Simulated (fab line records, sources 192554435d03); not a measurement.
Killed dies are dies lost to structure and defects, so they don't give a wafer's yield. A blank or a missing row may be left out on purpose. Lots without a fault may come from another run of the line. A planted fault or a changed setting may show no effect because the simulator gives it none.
Chamber matching | flow n5_finfet | N5_GATE_CUT_ETCH_37 on rie_diel-01: 4 sister chambers
The step etches SOC in N2/H2, target depth 60 nm, overetch 12 nm, time 90 s. 4 wafers are shown with their chamber, then 12 later ones without.

WAFERS WITH THEIR CHAMBER
wafer  | chamber | showerhead_plenum_p_Torr (Torr)
L082.3 | 0       | 2.41
L089.4 | 3       | 2.52
L089.5 | 1       | 2.55
L089.6 | 2       | 2.64

WAFERS WITHOUT THEIR CHAMBER
wafer  | showerhead_plenum_p_Torr (Torr)
L090.1 | 2.40
L090.2 | 2.64
L090.6 | 2.52
L092.1 | 2.54
L092.2 | 2.40
L092.6 | 2.64
L093.1 | 2.64
L093.4 | 2.54
L093.5 | 2.51
L094.1 | 2.51
L094.5 | 2.64
L094.6 | 2.51

WHICH CHAMBER EACH WENT THROUGH
wafer  | from the rows above     | in truth
L090.1 | 0                       | 0
L090.2 | 2                       | 2
L090.6 | 3                       | 3
L092.1 | can't be placed: 1 or 3 | 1
L092.2 | 0                       | 0
L092.6 | 2                       | 2
L093.1 | 2                       | 2
L093.4 | can't be placed: 1 or 3 | 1
L093.5 | 3                       | 3
L094.1 | 3                       | 3
L094.5 | 2                       | 2
L094.6 | 3                       | 3
Placed correctly: 10 of 12. Can't be placed from these rows: 2 (the true chamber is among the candidates in 2). Placed wrongly: 0.
How it was worked out, from the rows above alone: a wafer's distance from a chamber is the root of the sum, over the readings, of the square of ((its reading less the chamber's mean) divided by the reading's scatter). The wafer belongs to the nearest chamber; if the next one is less than 2 further off, it can't be placed. A chamber's mean is the mean of its shown wafers. The scatter: with one shown wafer a chamber, the root of the mean of the squares of how far each hidden wafer lies from its nearest shown one.
